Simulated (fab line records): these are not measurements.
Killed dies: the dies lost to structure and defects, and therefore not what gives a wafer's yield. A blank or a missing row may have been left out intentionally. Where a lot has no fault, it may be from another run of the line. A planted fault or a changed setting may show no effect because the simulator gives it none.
Which tool was responsible? -- flow n5Finfet -- 10 lots with 30 wafers sampled at 2 steps, on a route of 1938 steps

== WHAT EACH GAUGE READ, for each wafer ==
N5_BEOL_M8_OVL_MEAS_12. Usual: M8_OVL typically reads 0.1 nm, with standard deviation 0.81.
lot,measured,on,M8_OVL (nm),flag
L335,day 9 22:11,overlay-02,0.9 -0.6 0.1,
L336,day 10 04:25,overlay-02,0.2 0.7 0.6,
L338,day 10 04:56,overlay-02,-0.4 -0.4 -0.2,
L341,day 10 13:26,overlay-01,-0.2 0.3 -0.9,
L340,day 11 01:47,overlay-02,-1.0 -0.8 -0.9,
L349,day 13 10:02,overlay-02,0.6 0.1 1.1,
L351,day 13 17:08,overlay-02,0.4 0.3 0.9,
L353,day 13 19:56,overlay-01,0.5 1.0 1.8,
L354,day 14 17:10,overlay-01,1.0 0.2 0.4,
L357,day 14 21:22,overlay-01,0.0 0.9 -0.9,

N5_BEOL_M8_INSPECT_13: inspects for defects (brightfield). Usual: rawDefectCount reads 424 (standard deviation 100).
lot,measured,on,rawDefectCount,flag
L335,day 9 22:12,defectInspect-02,344 436 365,
L336,day 10 04:26,defectInspect-01,432 344 323,
L338,day 10 04:57,defectInspect-01,459 599 645,
L341,day 10 13:27,defectInspect-01,363 356 351,
L340,day 11 01:49,defectInspect-01,434 345 371,
L349,day 13 10:04,defectInspect-02,414 343 400,
L351,day 13 17:09,defectInspect-01,458 481 355,
L353,day 13 19:58,defectInspect-02,378 407 321,
L354,day 14 17:11,defectInspect-02,580 496 667,
L357,day 14 21:24,defectInspect-01,383 353 384,

== WHICH TOOL RAN EACH LOT (tool, then ch and the chambers of the sampled wafers, then the start) ==
Before these readings, the record contains no process step.

== WHAT THE TOOLS THEMSELVES READ (means of the sampled wafers that have a number; where no wafer has one, the mark that the record gives instead) ==
The record holds no such reading with a usual standard deviation.

== THE ANSWER, worked out from the rows above alone ==
Rule: take the mean of a lot's wafers that have a number; if it is more than 3 standard deviations from the usual mean, the lot is off. Also off: a lot with no number at a reading for which 4 or more lots have one. Where the step has rows for the other lots, those lots are counted as sound. Order of review: gauges by route order, followed by the tools' own readings, for which a lot's mean as printed above is used. The first step at which some lot is off is used, and at that step the reading that is off furthest; a lot without a number counts as furthest.
Nothing can be told from this: no lot is off at any reading shown.

== WHAT WAS PUT IN BY THE SIMULATOR ==
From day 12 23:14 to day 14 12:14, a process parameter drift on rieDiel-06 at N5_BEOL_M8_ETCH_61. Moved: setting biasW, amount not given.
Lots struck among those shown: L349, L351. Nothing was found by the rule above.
